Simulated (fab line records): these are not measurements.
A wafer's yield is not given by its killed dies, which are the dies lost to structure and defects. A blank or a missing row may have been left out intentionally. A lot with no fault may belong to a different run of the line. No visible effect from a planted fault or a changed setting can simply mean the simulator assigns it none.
Split-lot trial    flow n5-finfet    on a route of 1938 steps: 7 lots, 21 wafers read

== THE SPLIT ==
At N5_PASSIVATION_EXPOSE_27 (exposes mask PAD, defocus 0 nm), the setting dose-mj was moved away from the recipe's 32.3 on 5 of the 21 wafers read, by -6.4% to +6.0%. This setting was run at the recipe's value on the other wafers.

== FROM THE SPLIT TO THE READING: what the file shows between them, 3 steps ==
- N5_PASSIVATION_PEB_28
- N5_PASSIVATION_DEVELOP_29: develop time 60 s
- N5_PASSIVATION_HARDBAKE_31: time 120 s

== THE READING ==
At N5_PASSIVATION_CD_MEAS_30: cd-nm in nanometres, against a target cd of 4000 nm. A value of 4000.0 nm with a standard deviation of 1.6 nm is what fault-free wafers of this fab line usually give.

wafer   tool, chamber at the split  dose-mj as run  against the recipe  cd-nm, nm  against lot-mates on the recipe
L076.3  krf-scanner-01, 0           32.3            recipe              3998.6     -
L076.5  krf-scanner-01, 0           32.3            recipe              3998.6     -
L076.6  krf-scanner-01, 0           32.3            recipe              3998.9     -
L077.1  krf-scanner-02, 0           32.3            recipe              4003.2     -
L077.3  krf-scanner-02, 0           32.3            recipe              4000.1     -
L077.4  krf-scanner-02, 0           32.3            recipe              4001.6     -
L079.2  krf-scanner-01, 0           34.25           +6.0%               4010.2     +9.0
L079.4  krf-scanner-01, 0           34.25           +6.0%               4010.0     +8.8
L079.6  krf-scanner-01, 0           32.3            recipe              4001.2     -
L080.3  krf-scanner-01, 0           32.3            recipe              4000.2     -
L080.4  krf-scanner-01, 0           32.3            recipe              4001.8     -
L080.6  krf-scanner-01, 0           30.22           -6.4%               3990.0     -11.0
L083.3  krf-scanner-01, 0           32.3            recipe              3999.0     -
L083.4  krf-scanner-01, 0           32.3            recipe              4000.5     -
L083.5  krf-scanner-01, 0           32.3            recipe              4001.6     -
L092.1  krf-scanner-01, 0           32.3            recipe              3998.4     -
L092.4  krf-scanner-01, 0           32.3            recipe              4001.0     -
L092.5  krf-scanner-01, 0           32.3            recipe              3999.2     -
L097.4  krf-scanner-01, 0           31.02           -4.0%               3992.4     -9.7
L097.5  krf-scanner-01, 0           32.3            recipe              4002.1     -
L097.6  krf-scanner-01, 0           31.02           -4.0%               3994.9     -7.2

FIT RESULTS
A straight line over all 21 wafers: cd-nm changes by +1.63 nm for each +1% of dose-mj; r = +0.96; the points scatter about the line by 1.4 nm.
The same after taking each lot's own level away (the mean of its wafers on the recipe; 21 wafers): +1.68 nm for each +1%; r = +0.97; scatter 1.1 nm.
The reading moves by 11 nm for the largest change in dose-mj, on that fit.
The lots' own levels span 3998.70 to 4002.10 nm, that is 2.1 times the standard deviation above.
The two slopes are in agreement: the lot-to-lot level therefore moves the slope only a little.
Check: with one of the wafers moved furthest among these (-6.4%) left out of the fit, the line predicts -11.2 nm for it against its lot-mates. It came out at -11 nm against them.

== FURTHER SPLITS ON THESE WAFERS ==
Note: prior to the reading, these wafers also went through further splits. Each is held against what the fit with the lots' levels taken away leaves over:
other split on the same wafers     wafers away from the commonest value  r with cd-nm (lot level and that fit taken away)
N5_BEOL_M13_EXPOSE_25 dose-mj      7                                     -0.11
N5_BEOL_M14_TRENCH_ETCH_34 time-s  6                                     -0.09
N5_BEOL_M15_TRENCH_ETCH_34 bias-w  4                                     +0.29

== THE FILE'S OWN FIT ==
cd-nm changes by +1.69 nm for each +1% of dose-mj, r = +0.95.
